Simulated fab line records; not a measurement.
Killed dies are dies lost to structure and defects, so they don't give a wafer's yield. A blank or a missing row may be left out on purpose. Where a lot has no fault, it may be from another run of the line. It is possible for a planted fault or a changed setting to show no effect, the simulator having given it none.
Chamber matching | flow nand-harc | NHARC_A_STAIRCASE_TRIM_20 on rie-diel-05: 4 sister chambers
The step chemistry O2, time 211.2 s. 8 wafers are shown with their chamber, then 9 later ones without.

== WAFERS PAIRED WITH THEIR CHAMBERS ==
wafer  | chamber | showerhead-plenum-p-Torr (Torr) | drypump-motor-current-A (A)
L078.2 | 0       | 3.35                            | 6.0
L080.5 | 0       | 3.35                            | 6.0
L079.5 | 1       | 3.61                            | 4.9
L087.3 | 3       | 3.60                            | 5.2
L087.5 | 2       | 3.28                            | 5.8
L089.1 | 1       | 3.59                            | 4.9
L089.5 | 3       | 3.60                            | 5.3
L089.6 | 2       | 3.28                            | 5.8

== WAFERS MISSING THEIR CHAMBER ==
wafer  | showerhead-plenum-p-Torr (Torr) | drypump-motor-current-A (A)
L094.2 | 3.58                            | 4.9
L094.4 | 3.32                            | 6.0
L094.5 | 3.27                            | 5.7
L096.1 | 3.58                            | 5.3
L096.2 | 3.32                            | 6.0
L096.3 | 3.57                            | 4.9
L096.4 | 3.27                            | 5.7
L096.5 | 3.32                            | 6.0
L096.6 | 3.57                            | 4.9

== CHAMBER TAKEN BY EACH ==
wafer  | from the rows above | in truth
L094.2 | 1                   | 1
L094.4 | 0                   | 0
L094.5 | 2                   | 2
L096.1 | 3                   | 3
L096.2 | 0                   | 0
L096.3 | 1                   | 1
L096.4 | 2                   | 2
L096.5 | 0                   | 0
L096.6 | 1                   | 1
Placed correctly: 9 of 9. Number that these rows cannot place: 0. Wrongly placed: 0.
How it was worked out, from the rows above alone: a wafer's distance from a chamber is the root of the sum, over the readings, of the square of ((its reading less the chamber's mean) divided by the reading's scatter). The wafer belongs to the nearest chamber; if the next one is less than 2 further off, it can't be placed. A chamber's mean is the mean of its shown wafers. The scatter is the square root of a quotient: the sum, over the shown wafers, of each reading's squared deviation from its chamber's mean, divided by wafers minus chambers.
